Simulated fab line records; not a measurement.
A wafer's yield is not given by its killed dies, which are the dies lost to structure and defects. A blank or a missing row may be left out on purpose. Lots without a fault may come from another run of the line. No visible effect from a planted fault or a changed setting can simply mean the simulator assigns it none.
fab line records	flow nand-harc
record: lots: 14	wafers: 42	last-day: 34
route steps=1302 shown P_BONDPAD@387 THIN_TSV@1263 END@1302
lots that met no fault: taken from a fault-free run of the same line
start-h: hours from the record's first day to the start of the lot's first wafer shown	wait-h: time in hours since the lot's previous step	" identical to the entry in the row above	L1.1+2: several wafers, shown together as one row	- value missing, or start not given	* or withheld: withheld	< > ~ a bound
route shown NAME@n: names a module that has steps shown in the file, with the first one's number in the route	usual: average and standard deviation across the fault-free wafers	same: alike in all rows	chamber/n: place in a boat	sites: readings site by site	_std_site: standard deviation of those values	_edge_site: mean of outer sites minus mean of inner sites	radius-mm: how far each site lies from the wafer's centre	mask NAME#n: copy n	behind: tool/chamber where the wafer was last shaped	hold: the reason the lot was held/the length of the hold in hours/how it ended	device: which transistor (n, p or np) failed to switch	end of line: the tests these same wafers got at the end of their route	for a step that has no rows: nothing shown but its recipe	killed: not the wafer's yield, but the dies lost to structure and defects at the first sort	map: dies across one wafer; x = killed, . = not, _ = none there
set.NAME: the setting that was run; set.NAME@STEP: the one run at that earlier step	model.NAME: the simulator's own value behind a step, which no gauge read
steps of the route over a sample of lots; a table a step, a row a wafer
services: the hour from which a tool's chamber was out of use, counted from the record's first day as start-h (under 0 if before that day), plus the number of hours and why
== steps ==
step: NHARC_P_BONDPAD_PRECLEAN_30
recipe: time-s: 300	temp-c: 23	chemistry: DIW
same: time-s: 300
lot.wafer	tool	chamber	start-h	wait-h
L498.4+3+2	wet-bench-08	6,7,2	153.89	0.1
L499.2+6+3	wet-bench-10	2,3,4	166.05	0.1
L500.6+5+1	wet-bench-08	2,4,6	170.83	0.1
L497.4+5+6	wet-bench-08	2,4,6	173.33	0.2
L502.1+4+5	wet-bench-08	2,3,5	185.67	0.1
L503.4+5+6	wet-bench-08	6,7,1	198.04	0.2
L510.6+5+2	wet-bench-10	2,4,6	287.65	0.1
L511.1+3+2	wet-bench-10	5,6,7	288.88	0.1
L512.2+4+3	wet-bench-10	3,4,6	301.73	0.1
L514.4+3+5	wet-bench-08	2,4,5	309.39	0.1
L515.2+3+5	wet-bench-08	7,0,1	324.12	0.1
L518.5+6+4	wet-bench-10	3,4,6	350.72	0.1
L519.6+3+4	wet-bench-10	1,2,4	355.67	0.1
L520.1+4+6	wet-bench-08	3,5,6	366.06	0.2
step: NHARC_THIN_TSV_ETCH_15
recipe: target-depth-a: 30000	bosch-target-overetch-cycles: 2	bosch-etch-step-s: 2.8	bosch-dep-step-s: 1.2	bosch-cycles: 14
usual: drypump-motor-current-A: 5.6/0.42
lot.wafer	tool	chamber	start-h	wait-h	drypump-motor-current-A	rf-hours-counter-h
L498.2	rie-si-02	0	566.27	-	5.8	0.5
L498.3	"	1	"	"	6.0	0.6
L498.4	"	2	"	"	5.3	0.6
L497.4	rie-si-04	1	567.21	-	5.6	0.2
L497.5	"	2	"	"	6.1	-
L497.6	"	3	"	"	5.5	-
L500.1	rie-si-03	3	570.23	-	5.6	0.9
L500.6	"	2	"	"	6.0	-
L500.5	"	3	"	"	5.6	-
L499.3	rie-si-02	2	571.43	-	5.3	0.6
L499.2	"	0	"	"	5.8	0.6
L499.6	"	2	"	"	5.3	-
L502.4	rie-si-02	3	583.47	-	4.7	0.7
L502.1	"	1	"	"	6.0	0.8
L502.5	"	2	"	"	5.3	-
L503.4	rie-si-03	0	607.12	-	5.0	0.1
L503.5	"	3	"	"	5.7	-
L503.6	"	0	"	"	5.0	-
L510.2	rie-si-03	1	687.12	-	6.0	0.6
L510.6	"	1	"	"	6.0	-
L510.5	"	2	"	"	6.0	-
L512.3	rie-si-02	1	702.59	-	6.1	0.3
L512.4	"	2	"	"	5.3	0.3
L512.2	"	3	"	"	4.7	0.3
L511.1	rie-si-04	2	711.06	-	6.1	0
L511.2	"	0	"	"	5.9	0
L511.3	"	1	"	"	5.5	0
L514.3	rie-si-02	0	747.37	-	5.8	0.5
L514.5	"	2	"	"	5.3	-
L514.4	"	3	"	"	4.7	-
L515.3	rie-si-04	3	748.56	-	5.5	0.2
L515.2	"	0	"	"	5.9	0.3
L515.5	"	0	"	"	5.9	-
L518.4	rie-si-04	1	760.94	-	5.6	0.3
L518.6	"	2	"	"	6.1	-
L518.5	"	3	"	"	5.5	-
L520.4	rie-si-02	1	784.27	-	6.0	0.6
L520.1	"	0	"	"	5.8	0.8
L520.6	"	2	"	"	5.3	-
L519.4	rie-si-04	0	785.47	-	6.0	0.5
L519.3	"	1	"	"	5.6	0.4
L519.6	"	1	"	"	5.6	-
step: NHARC_THIN_TSV_PVD_19
recipe: target-thk-a: 200	chamber-pressure-pa: 5	material: TaN
usual: throttle-valve-pct: 29.8/1.1
lot.wafer	tool	chamber	start-h	wait-h	throttle-valve-pct
L498.4	pvd-sputter-03	-	-	-	30.7
L498.3	"	-	"	"	28.1
L498.2	"	-	"	"	30.1
L497.4	pvd-sputter-01	-	-	-	29.7
L497.5	"	-	"	"	30.1
L497.6	"	-	"	"	31.1
L500.1	pvd-sputter-01	-	-	-	29.9
L500.6	"	-	"	"	30.0
L500.5	"	-	"	"	30.6
L499.2	pvd-sputter-03	-	-	-	30.6
L499.3	"	-	"	"	30.2
L499.6	"	-	"	"	31.0
L502.1	pvd-sputter-03	-	-	-	30.4
L502.4	"	-	"	"	28.2
L502.5	"	-	"	"	29.8
L503.4	pvd-sputter-03	-	-	-	30.1
L503.6	"	-	"	"	29.7
L503.5	"	-	"	"	30.7
L510.2	pvd-sputter-02	-	-	-	29.7
L510.6	"	-	"	"	28.9
L510.5	"	-	"	"	30.2
L512.4	pvd-sputter-01	-	-	-	31.7
L512.3	"	-	"	"	28.0
L512.2	"	-	"	"	31.0
L511.3	pvd-sputter-02	-	-	-	29.9
L511.1	"	-	"	"	29.4
L511.2	"	-	"	"	29.2
L514.3	pvd-sputter-02	-	-	-	29.0
L514.4	"	-	"	"	29.5
L514.5	"	-	"	"	28.8
L515.3	pvd-sputter-03	-	-	-	30.9
L515.2	"	-	"	"	30.6
L515.5	"	-	"	"	30.1
L518.4	pvd-sputter-02	-	-	-	29.6
L518.6	"	-	"	"	28.8
L518.5	"	-	"	"	30.0
L520.1	pvd-sputter-03	-	-	-	29.9
L520.4	"	-	"	"	31.1
L520.6	"	-	"	"	31.1
L519.3	pvd-sputter-03	-	787.81	-	27.9
L519.4	"	-	"	"	30.9
L519.6	"	-	"	"	30.6
step: NHARC_THIN_TSV_ANNEAL_52
recipe: temp-c: 225	time-s: 90
usual: wafer_temp_C_max: 226.5/0.57
same: time-s: 90
lot.wafer	tool	chamber	start-h	wait-h	wafer_temp_C_max
L498.2	rtp-anneal-02	0	569.48	0.6	225.8
L498.3	"	0	"	"	225.9
L498.4	"	0	"	"	226.1
L497.4	rtp-anneal-02	0	570.46	0.6	226.0
L497.5	"	0	"	"	225.6
L497.6	"	0	"	"	225.5
L500.1	rtp-anneal-01	0	573.36	0.6	226.6
L500.5	"	0	"	"	226.7
L500.6	"	0	"	"	226.7
L499.2	rtp-anneal-01	0	574.61	0.6	226.7
L499.3	"	0	"	"	226.6
L499.6	"	0	"	"	227.1
L502.1	rtp-anneal-02	0	586.82	0.7	225.9
L502.4	"	0	"	"	226.2
L502.5	"	0	"	"	225.6
L503.4	rtp-anneal-02	0	610.41	0.5	226.2
L503.5	"	0	"	"	226.1
L503.6	"	0	"	"	225.9
L510.2	rtp-anneal-01	0	690.48	0.6	227.1
L510.5	"	0	"	"	226.7
L510.6	"	0	"	"	226.3
L512.2	rtp-anneal-02	0	705.98	0.6	226.1
L512.3	"	0	"	"	225.6
L512.4	"	0	"	"	225.7
L511.1	rtp-anneal-02	0	714.35	0.6	225.6
L511.2	"	0	"	"	226.0
L511.3	"	0	"	"	226.0
L514.3	rtp-anneal-01	0	750.60	0.4	226.4
L514.4	"	0	"	"	227.4
L514.5	"	0	"	"	227.9
L515.2	rtp-anneal-01	0	751.74	0.6	227.2
L515.3	"	0	"	"	226.6
L515.5	"	0	"	"	227.0
L518.4	rtp-anneal-01	0	764.23	0.5	226.8
L518.5	"	0	"	"	227.7
L518.6	"	0	"	"	227.6
L520.1	rtp-anneal-01	0	787.61	0.7	227.3
L520.4	"	0	"	"	227.2
L520.6	"	0	"	"	227.0
L519.3	rtp-anneal-02	0	788.97	0.4	226.2
L519.4	"	0	"	"	226.2
L519.6	"	0	"	"	226.1
step: NHARC_END_SORT_01
recipe: temp-c: 25
usual: defect-limited-yield: 90.6/2.8	killed-at-array: 58/20	killed-at-other: 0.8/1	killed-at-periphery: 4.6/2.8	killed-dies: 63/19	killed-open: 3.4/2	killed-short: 2.4/1.8
same: gross-dies: 677
lot.wafer	tool	chamber	start-h	wait-h	defect-limited-yield[%]	killed-at-array	killed-at-other	killed-at-periphery	killed-dies	killed-open	killed-short
L502.1	prober-02	0	597.70	2.5	73.1	72	1	109	182	7	1
L502.4	prober-02	0	600.11	3.4	78.3	34	1	112	147	4	1
L502.5	prober-02	0	600.91	3.7	84.6	46	5	53	104	1	7
L503.4	prober-01	0	624.47	3.4	79.3	76	0	64	140	1	3
L503.5	prober-01	0	625.27	3.7	81.2	42	0	85	127	2	1
L503.6	prober-01	0	626.07	4.0	74.4	62	0	111	173	2	1
L514.3	prober-01	0	763.07	3.1	94.2	33	0	6	39	3	4
L514.4	prober-01	0	763.87	3.4	92.8	47	0	2	49	4	1
L514.5	prober-01	0	764.67	3.7	90.0	65	0	3	68	4	2
L515.2	prober-01	0	770.05	2.8	92.3	48	1	3	52	4	4
L515.3	prober-01	0	770.86	3.1	87.4	80	1	4	85	0	1
L515.5	prober-01	0	772.47	3.7	91.9	46	0	9	55	7	3
killed by level:class
L502.1 P_BONDPAD:unspecified=107 A_CHANNEL_HOLE_D2:chamber-film-flake=34 A_SLIT:chamber-film-flake=17 A_STAIRCASE:chamber-film-flake=5 A_CHANNEL_HOLE_D1:chamber-film-flake=3 A_CHANNEL_FILL_D1:chamber-film-flake=3 P_STI:chamber-film-flake=2 A_CONTACT:chamber-film-flake=2
L502.4 P_BONDPAD:unspecified=104 A_SLIT:chamber-film-flake=21 P_GATE:chamber-film-flake=6 A_CHANNEL_HOLE_D2:chamber-film-flake=3 A_STAIRCASE:chamber-film-flake=3 A_ONON_D2:geometric-particle:open=2 A_CHANNEL_FILL_D1:chamber-film-flake=2 P_M2:geometric-particle:open=1
L502.5 P_BONDPAD:unspecified=46 A_CHANNEL_HOLE_D2:chamber-film-flake=31 THIN_TSV:chamber-film-flake=5 A_STAIRCASE:chamber-film-flake=4 P_GATE:chamber-film-flake=3 A_SLIT:chamber-film-flake=3 P_BONDPAD:chamber-film-flake=2 A_CONTACT:chamber-film-flake=2
L503.4 P_BONDPAD:unspecified=57 A_SLIT:chamber-film-flake=34 A_CHANNEL_HOLE_D1:chamber-film-flake=22 A_CHANNEL_HOLE_D2:chamber-film-flake=9 P_STI:chamber-film-flake=5 A_CONTACT:chamber-film-flake=5 P_GATE:chamber-film-flake=2 A_ONON_D1:geometric-particle:short=1
L503.5 P_BONDPAD:unspecified=78 A_CHANNEL_HOLE_D1:chamber-film-flake=17 A_SLIT:chamber-film-flake=14 P_STI:chamber-film-flake=5 A_CHANNEL_FILL_D1:chamber-film-flake=3 A_STAIRCASE:chamber-film-flake=2 A_CONTACT:chamber-film-flake=2 A_CHANNEL_FILL_D1:geometric-particle:short=1
L503.6 P_BONDPAD:unspecified=106 A_CHANNEL_HOLE_D1:chamber-film-flake=25 A_SLIT:chamber-film-flake=24 A_CHANNEL_HOLE_D2:chamber-film-flake=7 P_STI:chamber-film-flake=5 A_CONTACT:chamber-film-flake=2 A_CHANNEL_HOLE_D1:geometric-particle:open=1 A_DECK1_JOINT:geometric-particle:open=1
L514.3 A_SLIT:chamber-film-flake=22 A_CHANNEL_HOLE_D1:chamber-film-flake=4 P_M0:geometric-particle:short=2 A_WL_FILL:chamber-film-flake=2 A_CONTACT:chamber-film-flake=2 P_M0:geometric-particle:open=1 P_M1:geometric-particle:open=1 A_WL_FILL:geometric-particle:short=1
L514.4 A_SLIT:chamber-film-flake=25 A_CHANNEL_HOLE_D1:chamber-film-flake=8 A_STAIRCASE:chamber-film-flake=3 A_CONTACT:chamber-film-flake=3 A_WL_FILL:geometric-particle:open=2 A_WL_FILL:chamber-film-flake=2 A_ONON_D1:geometric-particle:open=1 A_ONON_D2:geometric-particle:short=1
L514.5 A_SLIT:chamber-film-flake=39 A_CHANNEL_HOLE_D1:chamber-film-flake=13 A_STAIRCASE:chamber-film-flake=5 A_WL_FILL:chamber-film-flake=2 P_M1:geometric-particle:open=1 A_DECK1_JOINT:geometric-particle:short=1 A_ONON_D2:geometric-particle:short=1 A_ONON_D2:geometric-particle:open=1
L515.2 A_SLIT:chamber-film-flake=20 A_CHANNEL_HOLE_D1:chamber-film-flake=11 A_WL_FILL:chamber-film-flake=3 A_CONTACT:chamber-film-flake=3 A_CHANNEL_HOLE_D1:geometric-particle:open=2 A_CHANNEL_FILL_D2:geometric-particle:short=2 A_STAIRCASE:chamber-film-flake=2 P_GATE:geometric-particle:short=1
L515.3 A_SLIT:chamber-film-flake=34 A_CHANNEL_HOLE_D1:chamber-film-flake=30 A_CHANNEL_HOLE_D2:chamber-film-flake=4 A_WL_FILL:chamber-film-flake=4 A_CONTACT:chamber-film-flake=4 P_ZERO_WELL:chamber-film-flake=3 A_STAIRCASE:chamber-film-flake=2 A_DECK1_JOINT:geometric-particle:short=1
L515.5 A_CHANNEL_HOLE_D1:chamber-film-flake=15 A_SLIT:chamber-film-flake=15 A_CONTACT:chamber-film-flake=7 P_CONTACT:geometric-particle:open=3 P_ZERO_WELL:chamber-film-flake=3 P_CONTACT:geometric-particle:short=1 P_M0:geometric-particle:open=1 A_CHANNEL_HOLE_D1:geometric-particle:short=1
== services ==
tool	chamber	start-h	hours	kind
wet-bench-10	-	135.20	8.0	pm
pvd-sputter-03	-	170.00	10.0	pm
rie-si-02	-	181.42	0.4	repair
rie-si-02	0	187.83	11.0	repair
rie-si-02	-	277.00	9.0	pm
wet-bench-08	-	294.40	8.0	pm
wet-bench-10	-	311.20	8.0	pm
pvd-sputter-03	-	348.08	10.0	pm
rtp-anneal-01	-	372.00	12.0	pm
rie-si-02	-	454.00	9.0	pm
wet-bench-10	-	456.92	1.5	repair
wet-bench-08	-	470.40	8.0	pm
pvd-sputter-03	-	477.86	2.1	repair
wet-bench-08	-	484.41	4.3	repair
wet-bench-10	-	487.20	8.0	pm
pvd-sputter-03	-	526.08	10.0	pm
rie-si-02	-	551.17	0.7	repair
pvd-sputter-03	-	559.95	4.1	repair
pvd-sputter-03	-	604.24	4.8	repair
rie-si-02	-	620.15	0.4	repair
wet-bench-08	-	646.40	8.0	pm
pvd-sputter-03	-	704.08	10.0	pm
pvd-sputter-03	-	718.03	8.2	repair
rtp-anneal-02	-	744.00	12.0	pm
== key ==
first-sign: step: NHARC_END_SORT_01	reading: killed-at-periphery	direction: up	sigmas: 30	usual: 4.6	struck: 89
effect: step: NHARC_END_SORT_01	reading: defect-limited-yield	direction: down	sigmas: 4.3	usual: 90.6	struck: 78.5	wafers-moved: 5
more-kills-born-at: NHARC_P_BONDPAD_PRECLEAN_30@wet-bench-08: 498
met-at NHARC_P_BONDPAD_PRECLEAN_30
struck-lots L502,L503
not-acting-at NHARC_THIN_TSV_ETCH_15,NHARC_THIN_TSV_PVD_19,NHARC_THIN_TSV_ANNEAL_52
onset-between 173.33 185.67
fault: kind: chamber-particle-source	tool: wet-bench-08	chamber: -	onset-h: 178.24	steps: NHARC_P_BONDPAD_PRECLEAN_30	rate-per-visit-cm2: 2.034	end-h: 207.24
